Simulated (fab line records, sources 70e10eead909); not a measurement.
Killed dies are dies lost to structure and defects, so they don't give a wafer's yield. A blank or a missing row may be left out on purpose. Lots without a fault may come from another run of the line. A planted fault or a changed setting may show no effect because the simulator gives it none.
A struck lot beside a sound one | flow nand_harc | 13 steps out of a route of 1159
Sound: wafers L342.1, L342.3, L342.5. Struck: wafers L358.3, L358.5, L358.6. The cause comes at the end.
At each step with rows: each side's tool, then ch and its chambers, then its first start. Under that, the readings that differ: sound wafers | struck wafers | difference of the means | sigmas: that difference in standard deviations of wafers without a fault.
alike: readings whose means differ by less than 2 such deviations, and words and numbers that are the same on both sides. not compared: withheld readings, readings that some wafer has no value for, bounds like >300 that may hide the same value, and numbers for which the record gives no deviation and whose values overlap.
The two part at a step that has a row with sigmas, a row that says differs or no value, or rows on one side only. Numbers that don't overlap but have no deviation are shown without sigmas and don't part them. A reading that every wafer of one side lacks parts them only if that side has two wafers or more.

first, 2 steps without rows for these wafers: NHARC_A_SOURCE_PLATE_SRD_01; NHARC_A_SOURCE_PLATE_OXIDE_02 (material SiO2, target thk 10 nm, ox time 1362 s).
NHARC_A_SOURCE_PLATE_THK_MEAS_09: measures by ellipsometry.
  sound on film_metro-01, day 7 14:55; struck on film_metro-02, day 11 10:04
  alike: thk_nm
then, 3 steps without rows for these wafers: NHARC_A_SOURCE_PLATE_PVD_04 (deposits WSi2, target thk 50 nm); NHARC_A_SOURCE_PLATE_CVD_03 (deposits poly-Si, target thk 200 nm, time 4000 s); NHARC_A_SOURCE_PLATE_ANNEAL_05 (time 1800 s).
NHARC_A_SOURCE_PLATE_THK_MEAS_06: measures by ellipsometry.
  sound on film_metro-02, day 8 04:01; struck on film_metro-02, day 11 23:38
  alike: thk_nm
NHARC_A_SOURCE_PLATE_INSPECT_08:
  sound on defect_inspect-02, day 8 04:05; struck on defect_inspect-02, day 11 23:45
  alike: raw_defect_count
then, 1 step without rows for these wafers: NHARC_A_ONON_D1_DEP_00 (target thk 1000 nm).
NHARC_A_ONON_D1_THK_MEAS_02: measures by ellipsometry.
  sound on film_metro-02, day 8 04:40; struck on film_metro-02, day 12 00:20
  alike: thk_nm
NHARC_A_ONON_D1_DEP_03: target thk 1000 nm.
  sound on pecvd_onon-04 ch 0, day 8 04:43; struck on pecvd_onon-02 ch 0, day 12 00:29
NHARC_A_ONON_D1_THK_MEAS_05: measures by ellipsometry.
  sound on film_metro-02, day 8 05:14; struck on film_metro-02, day 12 01:04
  reading     | sound         | struck         | difference | sigmas
  thk_nm (nm) | 997 1000 1000 | 1430 1431 1432 | +432       | +53
  not compared: hold
NHARC_END_SORT_01:
  the record has rows for the sound wafers here (prober-01 ch 0, day 20 13:19) and none for the struck ones

WHERE THEY PART
First at NHARC_A_ONON_D1_THK_MEAS_05; last, within this record, at NHARC_END_SORT_01.

WHY: what the simulator had put in
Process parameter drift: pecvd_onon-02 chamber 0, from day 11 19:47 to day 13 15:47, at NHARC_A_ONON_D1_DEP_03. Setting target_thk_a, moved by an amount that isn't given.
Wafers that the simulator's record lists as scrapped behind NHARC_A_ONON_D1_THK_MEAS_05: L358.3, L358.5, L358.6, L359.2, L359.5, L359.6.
